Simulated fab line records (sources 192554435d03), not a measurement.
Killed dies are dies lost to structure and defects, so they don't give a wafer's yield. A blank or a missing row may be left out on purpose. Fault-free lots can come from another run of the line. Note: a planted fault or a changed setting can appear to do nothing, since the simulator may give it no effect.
Matching of chambers | flow n5 finfet | cvd co-02 running N5_BEOL_M2_PRE_CLEAN_60: 3 sister chambers
The step time 15 s. 27 wafers are shown with their chamber, then 12 later ones without.

== WAFERS WITH THEIR CHAMBER ==
wafer  | chamber | heater power w (W) | rf fwd power W (W)
L074.2 | 0       | 89                 | 298.9
L074.3 | 2       | 88                 | 297.8
L074.5 | 2       | 85                 | 296.9
L076.1 | 1       | 73                 | 298.1
L076.3 | 2       | 88                 | 296.2
L076.5 | 2       | 87                 | 297.2
L077.2 | 1       | 73                 | 295.8
L077.5 | 0       | 89                 | 298.7
L077.6 | 1       | 73                 | 296.4
L080.2 | 1       | 72                 | 296.4
L080.3 | 0       | 90                 | 299.4
L080.6 | 0       | 88                 | 297.9
L081.1 | 1       | 73                 | 297.1
L081.4 | 1       | 74                 | 295.3
L081.6 | 1       | 73                 | 295.9
L084.1 | 1       | 71                 | 296.4
L084.5 | 0       | 88                 | 298.7
L084.6 | 1       | 73                 | 296.6
L085.2 | 2       | 89                 | 296.8
L085.3 | 1       | 72                 | 297.5
L085.5 | 2       | 86                 | 297.4
L086.1 | 1       | 75                 | 296.9
L086.5 | 0       | 92                 | 296.8
L086.6 | 1       | 72                 | 298.5
L087.2 | 0       | 90                 | 299.1
L087.3 | 1       | 74                 | 297.9
L087.5 | 2       | 87                 | 295.9

SIGNATURES (averages over the wafers above)
reading        | chamber 0 | chamber 1 | chamber 2 | scatter within a chamber
heater power w | 89.43     | 72.92     | 87.14     | 1.22
rf fwd power W | 298.500   | 296.831   | 296.886   | 0.872
Rule: distance of a wafer from a chamber = root of the sum over the readings of ((wafer's reading minus chamber's mean) / reading's scatter) squared. If the next closest chamber is less than 2 further off than the closest, the wafer can't be placed; otherwise it belongs to the closest. How the scatter is found: for the shown wafers, subtract from each reading the mean of its chamber, square and add these, divide the total by (wafers less chambers), then take the root.

== WAFERS WITHOUT THEIR CHAMBER ==
wafer  | heater power w (W) | rf fwd power W (W)
L088.1 | 72                 | 298.2
L088.3 | 89                 | 295.6
L088.5 | 88                 | 298.0
L090.1 | 71                 | 297.7
L090.3 | 87                 | 295.7
L090.4 | 89                 | 295.6
L094.2 | 90                 | 296.4
L094.4 | 88                 | 295.9
L094.5 | 71                 | 296.1
L093.1 | 87                 | 297.0
L093.4 | 93                 | 298.5
L093.5 | 75                 | 296.9

== CHAMBER TAKEN BY EACH ==
wafer  | from the rows above     | in truth
L088.1 | 1                       | 1
L088.3 | can't be placed: 2 or 0 | 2
L088.5 | can't be placed: 0 or 2 | 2
L090.1 | 1                       | 1
L090.3 | 2                       | 2
L090.4 | can't be placed: 2 or 0 | 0
L094.2 | can't be placed: 2 or 0 | 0
L094.4 | can't be placed: 2 or 0 | 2
L094.5 | 1                       | 1
L093.1 | 2                       | 2
L093.4 | 0                       | 0
L093.5 | 1                       | 1
Placed correctly: 7 of 12. Can't be placed from these rows: 5 (the true chamber is among the candidates in 5). Number placed wrongly: 0.
